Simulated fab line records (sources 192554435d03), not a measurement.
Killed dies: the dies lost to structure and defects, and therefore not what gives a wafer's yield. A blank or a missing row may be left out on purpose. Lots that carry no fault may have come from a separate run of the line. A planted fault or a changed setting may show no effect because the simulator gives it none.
Matching of chambers -- flow n5-finfet -- ald-sin-02 running N5_BEOL_M1_ALD_98: 4 sister chambers
The step deposits SiO2, target thk 2.5 nm, pulse time 1 s, co reactant pulse time 1 s. 27 wafers are shown with their chamber, then 12 later ones without.

## WAFERS PAIRED WITH THEIR CHAMBERS
wafer,chamber,heater-power-w (W),precursor-pulse-height-rel
L078.2,0,93,1.000
L078.3,3,80,1.015
L078.6,0,93,0.972
L079.1,0,94,1.010
L079.2,1,77,1.004
L079.3,2,79,1.003
L079.4,3,79,1.004
L079.5,1,80,0.996
L079.6,0,94,0.963
L082.2,0,97,0.979
L082.3,1,80,0.969
L082.5,3,79,0.983
L081.1,1,81,1.004
L081.2,2,81,0.991
L081.3,0,93,1.001
L081.4,3,83,1.028
L081.5,0,94,0.986
L081.6,1,79,1.034
L084.1,2,81,1.011
L084.2,0,95,0.999
L084.3,3,80,1.014
L084.4,1,81,1.012
L084.5,2,79,0.953
L084.6,1,77,1.014
L085.1,0,93,1.008
L085.2,1,79,1.009
L085.3,3,81,1.003

SIGNATURES (averages over the wafers above)
reading,chamber 0,chamber 1,chamber 2,chamber 3,scatter within a chamber
heater-power-w,94.00,79.25,80.00,80.33,1.43
precursor-pulse-height-rel,0.99089,1.00525,0.98950,1.00783,0.0183
Rule: for a wafer and a chamber, the distance is found by dividing, reading by reading, the gap between the wafer's reading and the chamber's mean by the reading's scatter, squaring, summing and taking the root. If the next closest chamber is less than 2 further off than the closest, the wafer can't be placed; otherwise it belongs to the closest. The scatter: take each reading less its chamber's mean, square it, sum over the shown wafers, divide by the number of wafers less the number of chambers, and take the root.

## WAFERS WITHOUT THEIR CHAMBER
wafer,heater-power-w (W),precursor-pulse-height-rel
L087.3,78,0.983
L087.4,93,0.988
L087.5,79,0.995
L091.2,96,1.020
L091.3,78,1.006
L091.6,93,1.036
L093.1,80,0.972
L093.2,80,1.012
L093.5,82,1.032
L094.1,78,1.002
L094.2,80,1.019
L094.4,95,0.971

## WHICH CHAMBER EACH ONE RAN IN
wafer,from the rows above,in truth
L087.3,can't be placed: 2 or 1 or 3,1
L087.4,0,0
L087.5,can't be placed: 1 or 2 or 3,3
L091.2,0,0
L091.3,can't be placed: 1 or 3 or 2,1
L091.6,0,0
L093.1,can't be placed: 2 or 1 or 3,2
L093.2,can't be placed: 3 or 1 or 2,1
L093.5,can't be placed: 3 or 1 or 2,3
L094.1,can't be placed: 1 or 2 or 3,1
L094.2,can't be placed: 3 or 1 or 2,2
L094.4,0,0
Correct placement for 4 of the 12. Cannot be placed on the basis of these rows: 8; the candidates contain the true chamber in 8. Wrongly placed: 0.
